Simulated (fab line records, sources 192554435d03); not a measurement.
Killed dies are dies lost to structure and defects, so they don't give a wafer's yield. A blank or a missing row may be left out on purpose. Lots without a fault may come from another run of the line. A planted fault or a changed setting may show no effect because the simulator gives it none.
Which tool did it? | flow n5_finfet | 13 lots, 37 wafers sampled, at 8 steps of a route of 1938

WHAT THE GAUGES READ, wafer by wafer
N5_BEOL_M9_OCD_MEAS_38.
lot  | measured     | on     | trench_depth_nm (nm)
L437 | day 9 14:29  | ocd-01 | 145.9 149.4 151.2
L439 | day 10 01:48 | ocd-02 | 147.0 147.6 151.8
L443 | day 11 05:08 | ocd-01 | 147.3 151.8 152.7
L444 | day 11 15:59 | ocd-02 | 151.2 154.7 146.9
L446 | day 12 04:27 | ocd-02 | 149.0 151.9 147.1
L445 | day 12 04:13 | ocd-02 | 146.4 151.8 146.8
L447 | day 12 21:19 | ocd-02 | 151.8 152.7
L450 | day 12 23:44 | ocd-02 | 150.7 151.2
L448 | day 13 02:31 | ocd-01 | 151.9 152.9 150.1
L452 | day 14 01:14 | ocd-01 | 153.8 150.7 149.3
L453 | day 14 01:24 | ocd-01 | 108.6 103.2 105.8
L454 | day 14 01:50 | ocd-02 | 106.8 103.2 105.1
L457 | day 15 07:44 | ocd-01 | 103.3 107.3 102.7

N5_BEOL_M9_THK_MEAS_53: measures by xrf.
lot  | measured     | on            | M9_THK (nm)
L437 | day 9 17:18  | film_metro-02 | 134.8 135.8 140.1
L439 | day 10 06:36 | film_metro-02 | 136.9 137.6 141.2
L443 | day 11 07:50 | film_metro-01 | 136.1 141.3 142.5
L444 | day 11 18:24 | film_metro-01 | 137.4 140.6 132.6
L446 | day 12 06:54 | film_metro-01 | 134.8 139.4 134.4
L445 | day 12 06:44 | film_metro-01 | 132.5 137.7 133.9
L447 | day 12 23:19 | film_metro-01 | 137.2 138.5
L450 | day 13 03:08 | film_metro-01 | 138.2 139.2
L448 | day 13 05:19 | film_metro-02 | 141.6 140.5 137.6
L452 | day 14 03:31 | film_metro-01 | 139.8 136.5 134.0
L453 | day 14 03:47 | film_metro-02 | 95.7 88.2 94.5
L454 | day 14 04:46 | film_metro-02 | 92.4 89.0 93.4
L457 | day 15 09:56 | film_metro-02 | 89.4 94.2 89.3

N5_BEOL_M9_RS_MEAS_57: measures by four-point-probe.
lot  | measured     | on            | M9_RS (ohm/sq)
L437 | day 9 17:26  | film_metro-02 | 0.157 0.156 0.151
L439 | day 10 06:44 | film_metro-02 | 0.156 0.156 0.150
L443 | day 11 07:58 | film_metro-01 | 0.155 0.149 0.147
L444 | day 11 18:32 | film_metro-01 | 0.154 0.150 0.160
L446 | day 12 07:02 | film_metro-02 | 0.155 0.150 0.156
L445 | day 12 06:52 | film_metro-02 | 0.159 0.153 0.158
L447 | day 12 23:27 | film_metro-01 | 0.152 0.151
L450 | day 13 03:17 | film_metro-02 | 0.152 0.150
L448 | day 13 05:27 | film_metro-02 | 0.150 0.151 0.155
L452 | day 14 03:40 | film_metro-01 | 0.148 0.152 0.154
L453 | day 14 03:55 | film_metro-02 | 0.232 0.254 0.236
L454 | day 14 04:54 | film_metro-02 | 0.242 0.251 0.239
L457 | day 15 10:04 | film_metro-02 | 0.251 0.236 0.250

N5_BEOL_M15_RC_MEAS_101.
lot  | measured     | on        | COMB_M10 (S/m)          | COMB_M11 (S/m)          | COMB_M12 (S/m)          | COMB_M13 (S/m)          | COMB_M14 (S/m)          | COMB_M15 (S/m)          | COMB_M5 (S/m)           | COMB_M6 (S/m)           | COMB_M7 (S/m)           | COMB_M8 (S/m)           | SERP_M10 (ohm/um) | SERP_M10_max_site (ohm/um) | SERP_M11 (ohm/um) | SERP_M12 (ohm/um) | SERP_M13 (ohm/um) | SERP_M14 (ohm/um) | SERP_M5 (ohm/um) | SERP_M6 (ohm/um) | SERP_M7 (ohm/um) | SERP_M8 (ohm/um) | SERP_M9 (ohm/um) | SERP_M9_max_site (ohm/um)
L437 | day 11 17:28 | prober-02 | 1.5e-11 1.4e-11 1.5e-11 | 1.5e-11 1.6e-11 2.1e-11 | 5.5e-12 7e-12 6.9e-12   | 2.8e-12 2e-12 3e-12     | 2.5e-12 2.2e-12 1.6e-12 | 1.4e-12 2.1e-12 1.2e-12 | 2.8e-11 3.6e-11 3.2e-11 | 2.6e-11 3.2e-11 2.4e-11 | 2e-11 2e-11 2.4e-11     | 2.4e-11 2.3e-11 3.3e-11 | 3.09 3.00 3.08    | 3.16 3.15 3.11             | 3.01 3.07 3.13    | 0.699 0.651 0.646 | 0.325 0.303 0.305 | 0.162 0.154 0.161 | 39.9 39.6 41.0   | 13.9 13.3 14.2   | 13.4 14.1 14.0   | 14.8 13.6 14.1   | 3.19 3.18 3.08   | 3.25 3.25 3.13
L439 | day 11 22:29 | prober-02 | 1.9e-11 1.2e-11 1.9e-11 | 1.5e-11 1.5e-11 2.1e-11 | 5.1e-12 4e-12 4.4e-12   | 2.9e-12 2e-12 2.2e-12   | 2.2e-12 2e-12 2.2e-12   | 2.6e-12 6e-13 1.1e-12   | 3.4e-11 3.1e-11 3.5e-11 | 2.2e-11 2e-11 2.2e-11   | 2.1e-11 3.2e-11 2.5e-11 | 2.8e-11 3.3e-11 3.1e-11 | 2.94 3.04 2.89    | 2.98 3.15 2.95             | 3.09 3.20 3.11    | 0.637 0.622 0.627 | 0.305 0.312 0.308 | 0.164 0.159 0.163 | 41.5 41.1 41.1   | 14.0 13.8 14.2   | 15.5 14.5 14.4   | 13.3 13.5 13.3   | 3.12 3.12 3.09   | 3.28 3.18 3.19
L443 | day 13 01:40 | prober-01 | 1.5e-11 1.4e-11 1.6e-11 | 2.1e-11 1.7e-11 2.1e-11 | 5.8e-12 6.6e-12 8.4e-12 | 5e-12 5e-12 7.5e-12     | 4.4e-12 6.1e-12 4.4e-12 | 4.2e-12 4.1e-12 3.5e-12 | 3.4e-11 3.6e-11 3.3e-11 | 1.7e-11 2.1e-11 2.3e-11 | 3.1e-11 3.2e-11 3.6e-11 | 2.8e-11 2.8e-11 3.5e-11 | 2.91 3.07 2.94    | 3.03 3.16 3.06             | 3.09 3.16 3.21    | 0.660 0.654 0.646 | 0.323 0.312 0.317 | 0.161 0.163 0.165 | 38.5 39.1 39.0   | 12.8 13.7 12.8   | 13.9 14.1 13.1   | 13.7 14.4 13.8   | 3.07 3.06 2.97   | 3.32 3.11 3.09
L444 | day 13 07:28 | prober-01 | 1.2e-11 1.7e-11 1.8e-11 | 1.4e-11 1.4e-11 1.4e-11 | 9.2e-12 6.7e-12 9.4e-12 | 5.6e-12 8.3e-12 6e-12   | 4.1e-12 4.9e-12 5.1e-12 | 4.2e-12 4.5e-12 3.6e-12 | 3.5e-11 3.3e-11 3.4e-11 | 3e-11 3.3e-11 3.2e-11   | 3.9e-11 2.3e-11 2.2e-11 | 1.9e-11 2.4e-11 2.5e-11 | 3.13 3.07 3.28    | 3.23 3.19 3.40             | 3.05 3.21 3.23    | 0.654 0.622 0.633 | 0.313 0.311 0.308 | 0.163 0.164 0.161 | 37.4 39.4 39.7   | 13.3 13.8 12.4   | 13.5 14.9 14.4   | 13.4 13.4 13.4   | 3.08 3.08 3.20   | 3.30 3.21 3.37
L446 | day 14 03:19 | prober-01 | 2.4e-11 2.7e-11 1.7e-11 | 1.6e-11 2.2e-11 1.6e-11 | 6.9e-12 6.7e-12 7.3e-12 | 5.4e-12 4.9e-12 5.6e-12 | 4.8e-12 5e-12 5.4e-12   | 4.4e-12 3.5e-12 3.9e-12 | 4.4e-11 4.1e-11 3.6e-11 | 2.3e-11 1.9e-11 3.7e-11 | 3.1e-11 2.6e-11 2e-11   | 3.4e-11 2.1e-11 2.8e-11 | 3.02 3.05 3.02    | 3.17 3.09 3.07             | 3.28 3.28 3.18    | 0.648 0.631 0.640 | 0.318 0.306 0.316 | 0.167 0.160 0.159 | 39.9 38.0 40.0   | 13.0 13.1 13.8   | 14.6 13.0 14.5   | 13.0 13.0 13.2   | 3.21 3.09 3.09   | 3.25 3.13 3.16
L445 | day 14 06:22 | prober-01 | 1.4e-11 1.5e-11 1.6e-11 | 1.7e-11 1e-11 1.9e-11   | 9.3e-12 8.9e-12 7.1e-12 | 6.3e-12 4.8e-12 6.4e-12 | 5.2e-12 4.5e-12 3.9e-12 | 3.3e-12 3.4e-12 3e-12   | 3.7e-11 4.1e-11 4.2e-11 | 3.3e-11 2.1e-11 2.7e-11 | 1.7e-11 2.5e-11 1.8e-11 | 2.2e-11 2.9e-11 2.9e-11 | 2.94 3.03 3.06    | 3.03 3.12 3.11             | 3.15 3.10 3.11    | 0.656 0.663 0.642 | 0.325 0.307 0.302 | 0.162 0.152 0.152 | 39.4 42.2 42.2   | 13.3 14.4 14.7   | 13.7 14.7 14.5   | 13.2 13.4 12.8   | 3.14 3.07 3.16   | 3.26 3.18 3.25
L447 | day 14 20:21 | prober-02 | 1.3e-11 7e-12           | 1.5e-11 1.7e-11         | 4.1e-12 5.8e-12         | 4.3e-12 3.2e-12         | 1.4e-12 2.1e-12         | 2.2e-12 1.7e-12         | 2.4e-11 4.6e-11         | 2.3e-11 1.8e-11         | 1.9e-11 3.1e-11         | 2.7e-11 3.6e-11         | 2.86 2.88         | 2.94 2.95                  | 3.19 3.25         | 0.605 0.611       | 0.319 0.299       | 0.159 0.164       | 40.3 41.2        | 13.5 13.6        | 14.4 13.9        | 13.4 14.0        | 3.15 3.13        | 3.19 3.22
L450 | day 15 02:13 | prober-02 | 1.5e-11 2e-11           | 1.6e-11 1.9e-11         | 7.2e-12 6.3e-12         | 4e-12 2.6e-12           | 2.8e-12 3.7e-12         | 1.6e-12 1.5e-12         | 2.4e-11 2.6e-11         | 3.2e-11 2.1e-11         | 2.3e-11 2.2e-11         | 2.4e-11 3e-11           | 3.16 3.01         | 3.30 3.03                  | 3.18 3.09         | 0.617 0.635       | 0.322 0.303       | 0.164 0.165       | 39.0 36.8        | 13.0 14.2        | 13.5 14.1        | 13.1 13.4        | 3.12 3.05        | 3.18 3.16
L448 | day 15 02:28 | prober-01 | 1.5e-11 1.9e-11 1.5e-11 | 1.4e-11 1.1e-11 1.6e-11 | 9.8e-12 1.02e-11 8e-12  | 7.3e-12 5.9e-12 4.9e-12 | 3.7e-12 4.6e-12 6.9e-12 | 3.8e-12 4.5e-12 4.3e-12 | 3.4e-11 4e-11 3.2e-11   | 3.1e-11 1.7e-11 2.6e-11 | 2.5e-11 2.8e-11 3.1e-11 | 2.2e-11 3.7e-11 2.5e-11 | 3.16 3.12 3.09    | 3.27 3.15 3.31             | 3.10 3.26 3.08    | 0.620 0.620 0.644 | 0.297 0.313 0.312 | 0.161 0.153 0.161 | 39.2 40.3 39.2   | 15.0 13.8 13.4   | 13.7 13.5 13.5   | 14.4 13.3 14.3   | 3.05 3.11 3.14   | 3.17 3.26 3.24
L452 | day 16 11:29 | prober-02 | 1.9e-11 2e-11 1.7e-11   | 1.6e-11 1.5e-11 1e-11   | 4.1e-12 6.1e-12 5e-12   | 3.7e-12 2.2e-12 3.2e-12 | 1.7e-12 2.6e-12 2.2e-12 | 1.3e-12 2.4e-12 1.7e-12 | 3.3e-11 3.5e-11 3.3e-11 | 2.6e-11 2.1e-11 1.9e-11 | 2.2e-11 2.1e-11 2.7e-11 | 2.7e-11 2.9e-11 1.6e-11 | 3.12 3.06 3.16    | 3.44 3.11 3.38             | 3.12 2.99 2.98    | 0.633 0.662 0.626 | 0.304 0.310 0.318 | 0.168 0.166 0.170 | 39.3 39.4 38.1   | 13.7 13.5 13.9   | 15.0 14.6 14.6   | 14.0 14.0 14.0   | 3.01 3.05 3.10   | 3.09 3.13 3.15
L453 | day 16 00:41 | prober-01 | 1.3e-11 1.6e-11 1.8e-11 | 1.9e-11 1.1e-11 1.6e-11 | 1.06e-11 8e-12 7.9e-12  | 6.3e-12 6e-12 4.7e-12   | 4.4e-12 5.6e-12 5.2e-12 | 4.2e-12 2.7e-12 3.5e-12 | 4e-11 4.5e-11 3.3e-11   | 3.2e-11 2.9e-11 2.6e-11 | 3.2e-11 2.5e-11 2.7e-11 | 2.9e-11 1.8e-11 2.7e-11 | 3.02 3.12 3.03    | 3.06 3.17 3.06             | 3.03 2.86 3.04    | 0.628 0.629 0.616 | 0.314 0.317 0.313 | 0.163 0.158 0.158 | 38.1 41.8 39.3   | 13.5 13.5 13.9   | 14.1 12.9 13.6   | 13.4 14.0 13.8   | 4.69 5.05 4.76   | 4.86 5.19 4.85
L454 | day 16 01:09 | prober-02 | 1.2e-11 1.2e-11 2.4e-11 | 1.9e-11 1.2e-11 1.2e-11 | 7e-12 5.1e-12 5.1e-12   | 4.1e-12 2.9e-12 3.8e-12 | 2.2e-12 2.9e-12 2.8e-12 | 1.6e-12 2e-12 1.3e-12   | 4.3e-11 5.2e-11 3.7e-11 | 2.2e-11 2.1e-11 2.8e-11 | 2.2e-11 2.4e-11 3e-11   | 3e-11 3.1e-11 2.8e-11   | 2.97 3.12 3.16    | 3.12 3.18 3.24             | 3.08 3.09 3.15    | 0.633 0.649 0.655 | 0.300 0.299 0.301 | 0.162 0.161 0.158 | 40.2 41.5 40.1   | 14.1 12.9 14.0   | 13.8 13.7 13.4   | 14.1 13.9 13.7   | 4.83 4.88 4.72   | 4.99 5.40 4.98
L457 | day 17 07:55 | prober-01 | 1.5e-11 2e-11 1.3e-11   | 1.4e-11 1.8e-11 1.5e-11 | 5.9e-12 8.2e-12 8.3e-12 | 7e-12 6.8e-12 7.2e-12   | 4.3e-12 5.4e-12 8.3e-12 | 3.6e-12 3.8e-12 4.1e-12 | 3.3e-11 4.3e-11 3.8e-11 | 2.1e-11 3.6e-11 2.2e-11 | 2.3e-11 2.9e-11 2.6e-11 | 2.3e-11 2.9e-11 3.5e-11 | 2.98 3.03 3.09    | 3.11 3.11 3.18             | 3.11 3.14 2.94    | 0.636 0.613 0.627 | 0.318 0.309 0.309 | 0.153 0.153 0.154 | 43.3 39.6 42.3   | 13.8 13.7 13.5   | 14.9 14.1 13.6   | 14.0 14.5 14.1   | 5.13 4.90 4.95   | 5.45 4.97 5.47

WHICH TOOL RAN EACH LOT (tool, then ch and the chambers of the sampled wafers, then the start)
lot  | N5_BEOL_M9_DESCUM_16               | N5_BEOL_M9_HM_OPEN_17             | N5_BEOL_M9_TRENCH_ETCH_37          | N5_BEOL_M9_STRIP_80
L437 | rie_diel-02 ch 0,2,3, day 9 11:58  | rie_metal-03 ch 0,1, day 9 12:14  | rie_diel-01 ch 0,2,3, day 9 14:19  | rie_diel-01 ch 0,2,3, day 9 14:29 or earlier
L439 | rie_diel-05 ch 1,2,3, day 10 00:13 | rie_metal-02 ch 0,1, day 10 00:29 | rie_diel-05 ch 1,2,3, day 10 01:38 | rie_diel-05 ch 1,2,3, day 10 01:48 or earlier
L443 | rie_diel-05 ch 0,2,3, day 11 00:04 | rie_metal-03 ch 1, day 11 00:22   | rie_diel-05 ch 0,2,3, day 11 04:58 | rie_diel-05 ch 0,2,3, day 11 05:08 or earlier
L444 | rie_diel-05 ch 0,1,2, day 11 12:35 | rie_metal-03 ch 0,1, day 11 12:51 | rie_diel-02 ch 0,2,3, day 11 15:49 | rie_diel-02 ch 0,2,3, day 11 15:59 or earlier
L446 | rie_diel-02 ch 0,1,3, day 12 00:44 | rie_metal-02 ch 0,1, day 12 01:00 | rie_diel-01 ch 0,2,3, day 12 04:17 | rie_diel-01 ch 0,2,3, day 12 04:27 or earlier
L445 | rie_diel-02 ch 2,3, day 12 01:04   | rie_metal-02 ch 0,1, day 12 01:20 | rie_diel-05 ch 1,2,3, day 12 04:03 | rie_diel-05 ch 1,2,3, day 12 04:13 or earlier
L447 | rie_diel-05 ch 2,3, day 12 18:14   | rie_metal-03 ch 0,1, day 12 18:32 | rie_diel-01 ch 1,3, day 12 21:09   | rie_diel-01 ch 1,3, day 12 21:19 or earlier
L450 | rie_diel-01 ch 1,3, day 12 22:13   | rie_metal-02 ch 1, day 12 22:29   | rie_diel-05 ch 0,3, day 12 23:34   | rie_diel-05 ch 0,3, day 12 23:44 or earlier
L448 | rie_diel-05 ch 2,3, day 13 00:34   | rie_metal-02 ch 0,1, day 13 00:50 | rie_diel-01 ch 0,1,3, day 13 02:20 | rie_diel-01 ch 0,1,3, day 13 02:31 or earlier
L452 | rie_diel-02 ch 0,2,3, day 13 20:11 | rie_metal-01 ch 0,1, day 13 20:28 | rie_diel-01 ch 0,2,3, day 14 01:04 | rie_diel-01 ch 0,2,3, day 14 01:14 or earlier
L453 | rie_diel-01 ch 0,1,2, day 13 20:38 | rie_metal-03 ch 0,1, day 13 20:55 | rie_diel-02 ch 0,1,3, day 14 01:14 | rie_diel-02 ch 0,1,3, day 14 01:24 or earlier
L454 | rie_diel-02 ch 2,3, day 13 21:28   | rie_metal-03 ch 0,1, day 13 21:44 | rie_diel-02 ch 0,2,3, day 14 01:39 | rie_diel-02 ch 0,2,3, day 14 01:50 or earlier
L457 | rie_diel-05 ch 0,1,2, day 15 04:56 | rie_metal-01 ch 0,1, day 15 05:13 | rie_diel-05 ch 1,3, day 15 07:34   | rie_diel-05 ch 1,3, day 15 07:44 or earlier
- N5_BEOL_M9_DESCUM_16: chemistry O2, time 7.9 s.
- N5_BEOL_M9_HM_OPEN_17: chemistry Cl2/BCl3, target TiN, target depth 20 nm, overetch 6 nm.
- N5_BEOL_M9_TRENCH_ETCH_37: etches SiCOH lowk in C4F6/O2, target depth 151.43 nm, time 49 s.
- N5_BEOL_M9_STRIP_80: strips in N2/H2, time 10 s.

WHAT THE TOOLS THEMSELVES READ (means of the sampled wafers that have a number; where no wafer has one, the mark that the record gives instead)
N5_BEOL_M9_DESCUM_16.
lot  | tool        | drypump_motor_current_A (A) | oes_product_au (a.u.) | rf_vpp_V (V) | showerhead_plenum_p_Torr (Torr) | throttle_valve_pct (%)
L437 | rie_diel-02 | 5.6                         | 0.72                  | 242.2        | 2.05                            | 20.36
L439 | rie_diel-05 | 5.6                         | 0.71                  | 242.6        | 2.10                            | 20.62
L443 | rie_diel-05 | 5.7                         | 0.74                  | 243.6        | 2.16                            | 20.46
L444 | rie_diel-05 | 5.7                         | 0.74                  | 244.1        | 2.11                            | 20.57
L446 | rie_diel-02 | 5.9                         | 0.70                  | 242.8        | 2.08                            | 20.47
L445 | rie_diel-02 | 5.6                         | 0.69                  | 241.1        | 2.01                            | 20.46
L447 | rie_diel-05 | 5.7                         | 0.69                  | 243.6        | 2.15                            | 20.50
L450 | rie_diel-01 | 5.8                         | 0.78                  | 242.6        | 2.06                            | 20.46
L448 | rie_diel-05 | 5.6                         | 0.69                  | 244.1        | 2.15                            | 20.54
L452 | rie_diel-02 | 5.5                         | 0.70                  | 243.0        | 2.04                            | 20.40
L453 | rie_diel-01 | 6.2                         | 0.76                  | 242.8        | 2.09                            | 20.57
L454 | rie_diel-02 | 5.6                         | 0.68                  | 241.6        | 2.00                            | 20.47
L457 | rie_diel-05 | 5.7                         | 0.81                  | 243.1        | 2.10                            | 20.48

N5_BEOL_M9_HM_OPEN_17.
lot  | tool         | drypump_motor_current_A (A) | oes_product_au (a.u.) | throttle_valve_pct (%)
L437 | rie_metal-03 | 5.6                         | 0.58                  | 22.26
L439 | rie_metal-02 | 6.3                         | 0.70                  | 22.18
L443 | rie_metal-03 | 5.5                         | 0.61                  | 22.22
L444 | rie_metal-03 | 5.6                         | 0.77                  | 22.01
L446 | rie_metal-02 | 6.4                         | 0.63                  | 22.19
L445 | rie_metal-02 | 6.4                         | 0.68                  | 22.19
L447 | rie_metal-03 | 5.6                         | 0.70                  | 22.07
L450 | rie_metal-02 | 6.5                         | 0.59                  | 22.15
L448 | rie_metal-02 | 6.3                         | 0.67                  | 22.21
L452 | rie_metal-01 | 5.8                         | 0.71                  | 21.95
L453 | rie_metal-03 | 5.6                         | 0.67                  | 22.11
L454 | rie_metal-03 | 5.6                         | 0.73                  | 22.01
L457 | rie_metal-01 | 5.8                         | 0.70                  | 21.96

N5_BEOL_M9_TRENCH_ETCH_37.
lot  | tool        | drypump_motor_current_A (A) | oes_o_777_au (a.u.) | oes_product_au (a.u.) | rf_vpp_V (V) | run_length_s (s) | showerhead_plenum_p_Torr (Torr) | throttle_valve_pct (%)
L437 | rie_diel-01 | 5.7                         | 0.74                | 0.73                  | 673          | 72.5             | 2.80                            | 21.08
L439 | rie_diel-05 | 5.6                         | 0.71                | 0.70                  | 665          | 72.5             | 2.87                            | 21.16
L443 | rie_diel-05 | 5.7                         | 0.74                | 0.74                  | 672          | 72.0             | 2.95                            | 21.04
L444 | rie_diel-02 | 5.6                         | 0.72                | 0.71                  | 664          | 72.3             | 2.78                            | 20.86
L446 | rie_diel-01 | 5.7                         | 0.73                | 0.72                  | 673          | 72.4             | 2.79                            | 21.10
L445 | rie_diel-05 | 5.6                         | 0.69                | 0.69                  | 665          | 72.3             | 2.87                            | 21.18
L447 | rie_diel-01 | 5.8                         | 0.77                | 0.77                  | 664          | 72.2             | 2.79                            | 20.88
L450 | rie_diel-05 | 5.8                         | 0.74                | 0.74                  | 684          | 72.1             | 2.96                            | 21.05
L448 | rie_diel-01 | 5.8                         | 0.77                | 0.76                  | 662          | 72.2             | 2.76                            | 20.96
L452 | rie_diel-01 | 5.7                         | 0.72                | 0.71                  | 674          | 72.4             | 2.79                            | 21.13
L453 | rie_diel-02 | 5.9                         | 0.71                | 0.70                  | 664          | 61.0             | 2.81                            | 20.96
L454 | rie_diel-02 | 5.5                         | 0.70                | 0.69                  | 664          | 60.5             | 2.77                            | 20.90
L457 | rie_diel-05 | 5.7                         | 0.75                | 0.76                  | 674          | 60.8             | 2.79                            | 21.25

N5_BEOL_M9_STRIP_80.
lot  | tool        | drypump_motor_current_A (A) | oes_product_au (a.u.) | rf_vpp_V (V) | showerhead_plenum_p_Torr (Torr) | throttle_valve_pct (%)
L437 | rie_diel-01 | 5.7                         | 0.73                  | 58.6         | 2.49                            | 23.76
L439 | rie_diel-05 | 5.6                         | 0.71                  | 58.7         | 2.55                            | 23.83
L443 | rie_diel-05 | 5.7                         | 0.74                  | 58.2         | 2.63                            | 23.59
L444 | rie_diel-02 | 5.6                         | 0.71                  | 59.3         | 2.48                            | 23.66
L446 | rie_diel-01 | 5.7                         | 0.71                  | 58.8         | 2.48                            | 23.78
L445 | rie_diel-05 | 5.6                         | 0.70                  | 59.3         | 2.54                            | 23.85
L447 | rie_diel-01 | 5.8                         | 0.79                  | 58.6         | 2.50                            | 23.91
L450 | rie_diel-05 | 5.8                         | 0.76                  | 59.1         | 2.63                            | 23.66
L448 | rie_diel-01 | 5.8                         | 0.77                  | 59.0         | 2.47                            | 23.85
L452 | rie_diel-01 | 5.7                         | 0.71                  | 59.2         | 2.48                            | 23.81
L453 | rie_diel-02 | 5.9                         | 0.69                  | 58.1         | 2.50                            | 23.57
L454 | rie_diel-02 | 5.5                         | 0.70                  | 58.8         | 2.47                            | 23.69
L457 | rie_diel-05 | 5.7                         | 0.76                  | 58.1         | 2.47                            | 24.03

THE ANSWER, worked out from the rows above alone
Rule: what is usual is taken from the lots themselves. Put in order of their means at a reading, lots are off if they are a third of the lots or fewer, leave a main group of 4 or more, and stand apart from it by a gap of 3 or more times the standard deviation of the main group's means; of several such gaps the widest counts. A main group whose means are all the same, to the digits that the tables above print for the reading, isn't used. A lot without any number at a reading at which 4 lots or more have one is off too. The other lots that the step has rows for count as sound. The gauges are gone through in route order, then the tools' own readings, and for those a lot's mean is taken as printed above. The first step at which some lot is off is used, and at that step the reading that is off furthest; a lot without a number counts as furthest.
Off: L453, L454, L457, at N5_BEOL_M9_OCD_MEAS_38 (trench_depth_nm). The main group: mean 150.3 nm, standard deviation 1.3.
A tool fits if, at a process step before that reading, it ran every lot that is off, and no sound lot after the first of them. The gauges at N5_BEOL_M9_OCD_MEAS_38 aren't tried: what is off there is off at N5_BEOL_M9_THK_MEAS_53 too, on other tools, and a gauge's error can't cause that. N5_BEOL_M9_STRIP_80 gives no start for some lots, so the hours and the order of its lots are those of N5_BEOL_M9_OCD_MEAS_38. None of those tried fits.

WHAT THE SIMULATOR HAD PUT IN
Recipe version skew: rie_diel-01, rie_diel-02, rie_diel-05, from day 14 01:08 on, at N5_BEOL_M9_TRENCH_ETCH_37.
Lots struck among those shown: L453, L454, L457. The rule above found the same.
